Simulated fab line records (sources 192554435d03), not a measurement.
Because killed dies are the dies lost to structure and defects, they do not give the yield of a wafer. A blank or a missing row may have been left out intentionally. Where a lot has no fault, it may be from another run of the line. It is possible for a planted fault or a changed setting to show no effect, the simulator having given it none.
fab line records	flow n5-finfet
record lots=7	wafers=21
route steps=1938 shown BEOL_M14@1751 BEOL_M15@1775
start-h: the number of hours between the record's first day and the start of the first shown wafer of the lot	wait-h: hours since the lot's step before	" repeats the value in the row above	L1.1+2: several wafers, shown together as one row	- value missing, or start not given	* or withheld: withheld	< > ~ a bound
route shown NAME@n: a module of which the file shows steps, and the number in the route of the first	usual: mean/standard deviation taken from wafers without a fault	same: alike in all rows	chamber/n: place in a boat	sites: each site's reading	_std_site: the values' standard deviation	_edge_site: the outer-site mean with the inner-site mean subtracted	radius-mm: how far each site lies from the wafer's centre	mask NAME#n: copy n	behind: the last tool/chamber to shape the wafer	hold: cause of the lot's hold/its duration in hours/its outcome	device: the transistor (n, p or np) that didn't switch	end of line: the tests these same wafers got at the end of their route	a step with no rows: only its recipe	killed: the dies lost at the first sort to structure and to defects; this is not the yield of the wafer	map: dies across one wafer; x = killed, . = not, _ = none there
set.NAME: the setting that was run; set.NAME@STEP: the one run at that earlier step	model.NAME: the simulator's own value behind a step, which no gauge read
lots whose settings were changed on purpose; a table a step, a row a wafer
## steps
# step N5_BEOL_M14_ETCH_68
# recipe chemistry=N2/H2	target=SOC	mask-material=SiARC	source-w=3000	bias-w=350	temp-c=40	time-s=450	ion-energy-ev=200	pressure-mtorr=30	n2-flow-sccm=200	h2-flow-sccm=200
lot.wafer	tool	chamber	start-h	wait-h	set.time-s	model.SiARC_of_BEOL_M14_COAT_66.thk-nm
L076.1	rie-diel-04	0	247.39	0.1	374.8	72.4
L076.3	"	2	"	"	374.8	71.4
L076.6	"	0	"	"	450	64.8
L082.2	rie-diel-03	2	297.10	0.1	450	64.6
L082.4	"	2	"	"	450	65.2
L082.5	"	2	"	"	450	64.8
L088.1	rie-diel-03	0	328.01	0.1	450	65.2
L088.3	"	2	"	"	450	65.4
L088.4	"	1	"	"	450	65.6
L090.1	rie-diel-03	2	336.67	0.1	358.3	74.6
L090.2	"	3	"	"	450	64.2
L090.3	"	1	"	"	358.3	74.8
L091.3	rie-diel-03	2	365.28	0.1	450	65
L091.4	"	3	"	"	424.3	66.8
L091.6	"	0	"	"	450	65.2
L092.1	rie-diel-03	1	366.15	0.1	366.7	74.2
L092.3	"	3	"	"	450	64.6
L092.4	"	0	"	"	450	64.8
L096.2	rie-diel-01	3	386.25	0.1	550.7	56
L096.3	"	1	"	"	550.7	56.4
L096.5	"	3	"	"	550.7	55.8
# step N5_BEOL_M14_TRENCH_ETCH_34
# recipe chemistry=C4F8/O2/Ar	target=SiO2	target-depth-a=5566.5	mask-material=SOC	he-inner-torr=15	he-outer-torr=30	time-s=126.9	ion-energy-ev=800	pressure-mtorr=20	source-w=1905	bias-w=2040	Ar_flow_sccm=400	C4F8_flow_sccm=16	O2_flow_sccm=12
lot.wafer	tool	chamber	start-h	wait-h	set.time-s	model.etch.depth-nm
L076.1	rie-diel-04	0	247.66	0.0	126.9	550.3
L076.3	"	2	"	"	112.9	505.3
L076.6	"	0	"	"	112.9	491
L082.2	rie-diel-03	2	297.51	0.0	126.9	561.5
L082.4	"	2	"	"	126.9	565
L082.5	"	2	"	"	126.9	566.3
L088.1	rie-diel-03	0	328.29	0.0	126.9	547.1
L088.3	"	2	"	"	126.9	556.8
L088.4	"	1	"	"	126.9	532.7
L090.1	rie-diel-03	2	336.94	0.0	107.2	478.6
L090.2	"	3	"	"	107.2	485.9
L090.3	"	1	"	"	126.9	544.3
L091.3	rie-diel-03	2	365.56	0.0	117.5	522.1
L091.4	"	3	"	"	126.9	574.8
L091.6	"	0	"	"	126.9	554
L092.1	rie-diel-03	1	366.42	0.0	153.9	648.9
L092.3	"	3	"	"	153.9	683.4
L092.4	"	0	"	"	126.9	551.8
L096.2	rie-diel-01	3	386.53	0.0	126.9	564.3
L096.3	"	1	"	"	155.2	701.1
L096.5	"	3	"	"	155.2	690.3
# step N5_BEOL_M14_STRIP_70
# recipe chemistry=C4F8/O2/Ar	resist=SiARC	rf-frequency-hz=6e+07
# step N5_BEOL_M14_OCD_MEAS_35
# usual trench-depth-nm=557/13
lot.wafer	tool	chamber	start-h	wait-h	set.time-s@BEOL_M14_TRENCH_ETCH_34	trench-depth-nm
L076.1	ocd-02	-	247.82	0.0	126.9	550
L076.3	"	-	"	"	112.9	506
L076.6	"	-	"	"	112.9	491
L082.2	ocd-02	-	297.73	0.0	126.9	562
L082.4	"	-	"	"	126.9	564
L082.5	"	-	"	"	126.9	566
L088.1	ocd-01	-	328.44	0.0	126.9	547
L088.3	"	-	"	"	126.9	557
L088.4	"	-	"	"	126.9	533
L090.1	ocd-02	-	337.09	0.0	107.2	479
L090.2	"	-	"	"	107.2	485
L090.3	"	-	"	"	126.9	544
L091.3	ocd-02	-	365.71	0.0	117.5	522
L091.4	"	-	"	"	126.9	575
L091.6	"	-	"	"	126.9	554
L092.1	ocd-01	-	366.57	0.0	153.9	649
L092.3	"	-	"	"	153.9	683
L092.4	"	-	"	"	126.9	552
L096.2	ocd-02	-	386.69	0.0	126.9	564
L096.3	"	-	"	"	155.2	701
L096.5	"	-	"	"	155.2	690
# step N5_BEOL_M14_STRIP_37
# recipe chemistry=O2	power-w=600	temp-c=60	pressure-mtorr=30	rf-frequency-hz=6e+07	bias-power-w=0	overash-fraction=0.3	o2-flow-sccm=225
# step N5_BEOL_M14_ETCH_38
# recipe chemistry=CF4/N2	target=SiCN	target-depth-a=1065	taper-deg=2	time-s=120.6	ion-energy-ev=150	mask-material=SiO2	pressure-mtorr=40	source-w=430	bias-w=70	Ar_flow_sccm=100	cf4-flow-sccm=60	n2-flow-sccm=60
# step N5_BEOL_M14_ECD_47
# recipe material=Cu	target-thk-a=12480
# step N5_BEOL_M14_ANNEAL_48
# recipe temp-c=225	time-s=90	ambient=N2
# step N5_BEOL_M14_CMP_49
# recipe stop-on=SiO2	t-overpolish-s=5.2	down-force-psi=2	platen-rpm=80	clearing-platen-down-force-psi=2	clearing-platen-rpm=80	post-cmp-clean=cu-alkaline	target-thk-nm=560	clearing-platen-pad-velocity-m-s=1.5917	pad-velocity-m-s=1.5917
lot.wafer	tool	chamber	start-h	wait-h	set.time-s@BEOL_M14_TRENCH_ETCH_34	model.Cu_of_BEOL_M14_ECD_47.thk-nm
L076.1	cmp-01	0	258.81	0.3	126.9	554.2
L076.3	"	3	"	"	112.9	509.2
L076.6	"	1	"	"	112.9	493.4
L082.4	cmp-03	2	300.49	0.1	126.9	569
L082.2	"	0	"	"	126.9	564.6
L082.5	"	3	"	"	126.9	569.2
L088.3	cmp-03	0	330.22	0.2	126.9	560.8
L088.1	"	1	"	"	126.9	550.4
L088.4	"	2	"	"	126.9	536.8
L090.3	cmp-01	0	340.42	0.2	126.9	548
L090.2	"	2	"	"	107.2	491.6
L090.1	"	3	"	"	107.2	482
L091.4	cmp-03	3	367.52	0.2	126.9	578
L091.3	"	0	"	"	117.5	526.2
L091.6	"	2	"	"	126.9	560
L092.3	cmp-03	0	368.66	0.2	153.9	687.2
L092.4	"	1	"	"	126.9	552.8
L092.1	"	3	"	"	153.9	653.4
L096.3	cmp-02	3	390.85	0.2	155.2	703.8
L096.2	"	0	"	"	126.9	565.8
L096.5	"	3	"	"	155.2	693.2
# step N5_BEOL_M14_THK_MEAS_50
# recipe thk-meas-gauge=xrf	reads=Cu_of_BEOL_M14_ECD_47
# usual M14_THK=578/14
lot.wafer	tool	chamber	start-h	wait-h	set.time-s@BEOL_M14_TRENCH_ETCH_34	M14_THK[nm]
L076.1	film-metro-01	-	259.10	-	126.9	567
L076.3	"	-	"	"	112.9	518
L076.6	"	-	"	"	112.9	502
L082.2	film-metro-01	-	300.79	-	126.9	582
L082.4	"	-	"	"	126.9	588
L082.5	"	-	"	"	126.9	586
L088.1	film-metro-01	-	330.48	-	126.9	576
L088.3	"	-	"	"	126.9	588
L088.4	"	-	"	"	126.9	561
L090.1	film-metro-02	-	340.71	-	107.2	496
L090.2	"	-	"	"	107.2	504
L090.3	"	-	"	"	126.9	560
L091.3	film-metro-01	-	367.78	-	117.5	543
L091.4	"	-	"	"	126.9	599
L091.6	"	-	"	"	126.9	582
L092.1	film-metro-01	-	368.96	-	153.9	679
L092.3	"	-	"	"	153.9	713
L092.4	"	-	"	"	126.9	574
L096.2	film-metro-01	-	391.11	-	126.9	592
L096.3	"	-	"	"	155.2	733
L096.5	"	-	"	"	155.2	722
# step N5_BEOL_M14_PRE_CLEAN_52
# recipe gas=NH3	time-s=15	temp-c=withheld	rf-power-w=300
# step N5_BEOL_M14_DEP_53
# recipe material=SiCN	target-thk-a=500	temp-c=withheld	precursor=3MS/NH3	pressure-torr=3	rf-w=675	time-s=17.8
# step N5_BEOL_M14_RS_MEAS_54
# recipe thk-meas-gauge=four-point-probe	reads=Cu_of_BEOL_M14_ECD_47+Ta_of_BEOL_M14_SPUTTER_44+TaN_of_BEOL_M14_SPUTTER_43
# usual M14_RS=0.0333/0.00078
lot.wafer	tool	chamber	start-h	wait-h	set.time-s@BEOL_M14_TRENCH_ETCH_34	M14_RS[ohm/sq]
L076.1	film-metro-02	-	259.23	0.0	126.9	0.0335
L076.3	"	-	"	"	112.9	0.0366
L076.6	"	-	"	"	112.9	0.0379
L082.2	film-metro-02	-	300.91	0.1	126.9	0.0330
L082.4	"	-	"	"	126.9	0.0326
L082.5	"	-	"	"	126.9	0.0327
L088.1	film-metro-01	-	330.61	0.0	126.9	0.0339
L088.3	"	-	"	"	126.9	0.0333
L088.4	"	-	"	"	126.9	0.0347
L090.1	film-metro-02	-	340.84	0.0	107.2	0.0387
L090.2	"	-	"	"	107.2	0.0380
L090.3	"	-	"	"	126.9	0.0340
L091.3	film-metro-02	-	367.90	0.1	117.5	0.0354
L091.4	"	-	"	"	126.9	0.0322
L091.6	"	-	"	"	126.9	0.0332
L092.1	film-metro-01	-	369.09	0.0	153.9	0.0284
L092.3	"	-	"	"	153.9	0.0270
L092.4	"	-	"	"	126.9	0.0337
L096.2	film-metro-01	-	391.24	0.1	126.9	0.0329
L096.3	"	-	"	"	155.2	0.0263
L096.5	"	-	"	"	155.2	0.0268
# step N5_BEOL_M15_COAT_58
# recipe resist=BARC	temp-c=205	time-s=60	spin-rpm=1500	resist-thk-nm=89
lot.wafer	tool	chamber	start-h	wait-h	set.spin-rpm	model.BARC_of_BEOL_M15_COAT_58.thk-nm
L076.1+3	litho-track-01	0	259.57	0.0	1364	93.4
L076.6	"	0	"	"	1500	89
L082.2+5	litho-track-01	0	301.26	0.0	1379	92.6
L082.4	"	0	"	"	1500	88.8
L088.1+4	litho-track-02	0	330.95	0.0	1500	89.2
L088.3	"	0	"	"	1500	88.8
L090.1	litho-track-02	0	341.30	0.0	1500	89.2
L090.2	"	0	"	"	1500	89.4
L090.3	"	0	"	"	1500	89
L091.3	litho-track-01	0	368.25	0.0	1450	90.8
L091.4+6	"	0	"	"	1500	89.2
L092.1	litho-track-02	0	369.43	0.0	1500	89
L092.3+4	"	0	"	"	1584	86.4
L096.2+5	litho-track-05	0	391.58	0.0	1500	89.2
L096.3	"	0	"	"	1453	90.6
# step N5_BEOL_M15_EXPOSE_07
# recipe mask-id=V14	na=0.8	source-shape=annular	sigma-inner=0.5	sigma-outer=0.8	polarization=unpolarized	attpsm-phase-deg=180	dose-mj=41.25
lot.wafer	tool	chamber	start-h	wait-h	mask	set.dose-mj
L076.1+3+6	krf-scanner-01	0	259.80	-	V14#0	41.25
L082.2+4	krf-scanner-02	0	301.36	-	V14#0	39.45
L082.5	"	0	"	"	V14#0	41.25
L088.1+3+4	krf-scanner-01	0	331.05	-	V14#0	41.25
L090.1+3	krf-scanner-02	0	341.52	-	V14#0	43.21
L090.2	"	0	"	"	V14#0	41.25
L091.3+4+6	krf-scanner-02	0	368.36	-	V14#0	41.25
L092.1+4	krf-scanner-02	0	369.77	-	V14#0	41.25
L092.3	"	0	"	"	V14#0	38.42
L096.2	krf-scanner-01	0	391.69	-	V14#0	41.25
L096.3+5	"	0	"	"	V14#0	42.06
# step N5_BEOL_M15_PEB_08
# recipe peb-temp-c=130	peb-time-s=90
# step N5_BEOL_M15_DEVELOP_09
# recipe develop-time-s=45	rinse-liquid=diw	dry=air-spin	dev-temp-c=21
# step N5_BEOL_M15_HARDBAKE_14
# recipe temp-c=130	time-s=120
# step N5_BEOL_M15_CD_MEAS_10
# recipe target-cd-nm=360	landing-energy-ev=500	detector=se-inlens	polarity=opening
# usual cd-nm=361.0/1.5
lot.wafer	tool	chamber	start-h	wait-h	set.dose-mj@BEOL_M15_EXPOSE_07	cd-nm
L076.1	cd-sem-02	0	259.97	-	41.25	362.3
L076.3	"	0	"	"	41.25	362.2
L076.6	"	0	"	"	41.25	360.9
L082.2	cd-sem-03	0	301.53	-	39.45	354.9
L082.4	"	0	"	"	39.45	355.2
L082.5	"	0	"	"	41.25	362.3
L088.1	cd-sem-02	0	331.22	-	41.25	362.5
L088.3	"	0	"	"	41.25	361.5
L088.4	"	0	"	"	41.25	360.8
L090.1	cd-sem-02	0	341.69	-	43.21	369.5
L090.2	"	0	"	"	41.25	361.7
L090.3	"	0	"	"	43.21	368.7
L091.3	cd-sem-01	0	368.52	-	41.25	362.5
L091.4	"	0	"	"	41.25	363.0
L091.6	"	0	"	"	41.25	362.6
L092.1	cd-sem-03	0	369.95	-	41.25	360.5
L092.3	"	0	"	"	38.42	349.4
L092.4	"	0	"	"	41.25	363.4
L096.2	cd-sem-03	0	391.86	-	41.25	358.2
L096.3	"	0	"	"	42.06	361.4
L096.5	"	0	"	"	42.06	362.4
# step N5_BEOL_M15_DESCUM_15
# recipe chemistry=O2	time-s=7.9	source-power-w=50	bias-power-w=20	pressure-mtorr=20	rf-frequency-hz=2.712e+07	temp-c=40	o2-flow-sccm=225
# step N5_BEOL_M15_ETCH_59
# recipe chemistry=N2/H2	target=BARC	target-depth-a=890	overetch-a=267	time-s=67.9	ion-energy-ev=200	pressure-mtorr=30	source-w=840	bias-w=150	n2-flow-sccm=200	h2-flow-sccm=200
lot.wafer	tool	chamber	start-h	wait-h	set.spin-rpm@BEOL_M15_COAT_58	model.etch.depth-nm
L076.1	rie-diel-06	3	260.09	0.0	1364	93.46
L076.3	"	0	"	"	1364	93.31
L076.6	"	2	"	"	1500	88.91
L082.2	rie-diel-05	3	301.65	0.0	1379	92.57
L082.4	"	2	"	"	1500	88.81
L082.5	"	3	"	"	1379	92.6
L088.1	rie-diel-02	3	331.77	0.0	1500	89.29
L088.3	"	0	"	"	1500	88.9
L088.4	"	0	"	"	1500	89.14
L090.1	rie-diel-06	2	341.82	0.0	1500	89.18
L090.2	"	3	"	"	1500	89.45
L090.3	"	1	"	"	1500	89
L091.3	rie-diel-06	2	368.67	0.0	1450	90.75
L091.4	"	0	"	"	1500	89.2
L091.6	"	2	"	"	1500	89.17
L092.1	rie-diel-02	3	370.49	0.0	1500	89.05
L092.3	"	1	"	"	1584	86.49
L092.4	"	2	"	"	1584	86.41
L096.2	rie-diel-02	3	391.98	0.0	1500	89.29
L096.3	"	2	"	"	1453	90.65
L096.5	"	2	"	"	1500	89.21
# step N5_BEOL_M15_VIA_ETCH_16
# recipe chemistry=C4F8/O2/Ar	target=SiO2	he-inner-torr=15	he-outer-torr=30	target-depth-a=17922	time-s=withheld	ion-energy-ev=800	pressure-mtorr=20	source-w=1905	bias-w=2040	Ar_flow_sccm=400	C4F8_flow_sccm=16	O2_flow_sccm=12	ends=cleared
# step N5_BEOL_M15_STRIP_63
# recipe chemistry=O2	power-w=600	temp-c=60	pressure-mtorr=30	rf-frequency-hz=6e+07	bias-power-w=0	overash-fraction=0.3	o2-flow-sccm=225
# step N5_BEOL_M15_STRIP_65
# recipe chemistry=post-etch-residue-remover	time-s=60	temp-c=25	remover-ph=withheld	remover-water-wt-pct=withheld	remover-fluoride-wt-pct=withheld
# step N5_BEOL_M15_SRD_66
# recipe time-s=30	temp-c=23	rinse-liquid=diw	dry=n2-spin	spin-rpm=1500	dry-time-s=30
# step N5_BEOL_M15_CD_MEAS_17
# recipe target-cd-nm=360	polarity=opening
# usual cd-nm=362.5/1.9
lot.wafer	tool	chamber	start-h	wait-h	set.dose-mj@BEOL_M15_EXPOSE_07	cd-nm
L076.1	cd-sem-02	-	260.56	0.0	41.25	364.9
L076.3	"	-	"	"	41.25	362.1
L076.6	"	-	"	"	41.25	363.5
L082.2	cd-sem-03	-	302.12	0.0	39.45	357.1
L082.4	"	-	"	"	39.45	355.9
L082.5	"	-	"	"	41.25	363.4
L088.1	cd-sem-03	-	332.23	0.0	41.25	361.5
L088.3	"	-	"	"	41.25	364.3
L088.4	"	-	"	"	41.25	364.2
L090.1	cd-sem-02	-	342.28	0.0	43.21	374.1
L090.2	"	-	"	"	41.25	364.2
L090.3	"	-	"	"	43.21	372.1
L091.3	cd-sem-01	-	369.14	0.0	41.25	366.5
L091.4	"	-	"	"	41.25	362.8
L091.6	"	-	"	"	41.25	366.0
L092.1	cd-sem-01	-	370.99	0.0	41.25	361.0
L092.3	"	-	"	"	38.42	350.3
L092.4	"	-	"	"	41.25	363.7
L096.2	cd-sem-03	-	392.44	0.0	41.25	359.0
L096.3	"	-	"	"	42.06	362.9
L096.5	"	-	"	"	42.06	363.1
## key
split step=N5_BEOL_M14_ETCH_68	setting=time-s	stated=450	by=wafer
response step=N5_BEOL_M14_ETCH_68	reading=model.SiARC_of_BEOL_M14_COAT_66.thk-nm	change=-0.484	per=1%	r=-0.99
split step=N5_BEOL_M14_TRENCH_ETCH_34	setting=time-s	stated=126.9	by=wafer
response step=N5_BEOL_M14_TRENCH_ETCH_34	reading=model.etch.depth-nm	change=+5.28	per=1%	r=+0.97
response step=N5_BEOL_M14_OCD_MEAS_35	reading=trench-depth-nm	change=+5.28	per=1%	r=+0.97
response step=N5_BEOL_M14_CMP_49	reading=model.Cu_of_BEOL_M14_ECD_47.thk-nm	change=+5.35	per=1%	r=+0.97
response step=N5_BEOL_M14_THK_MEAS_50	reading=M14_THK	change=+5.5	per=1%	r=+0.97
response step=N5_BEOL_M14_RS_MEAS_54	reading=M14_RS	change=-0.00029	per=1%	r=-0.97
split step=N5_BEOL_M15_COAT_58	setting=spin-rpm	stated=1500	by=wafer
response step=N5_BEOL_M15_COAT_58	reading=model.BARC_of_BEOL_M15_COAT_58.thk-nm	change=-0.475	per=1%	r=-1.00
response step=N5_BEOL_M15_ETCH_59	reading=model.etch.depth-nm	change=-0.477	per=1%	r=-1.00
split step=N5_BEOL_M15_EXPOSE_07	setting=dose-mj	stated=41.25	by=wafer
response step=N5_BEOL_M15_CD_MEAS_10	reading=cd-nm	change=+1.73	per=1%	r=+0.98
response step=N5_BEOL_M15_CD_MEAS_17	reading=cd-nm	change=+1.76	per=1%	r=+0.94
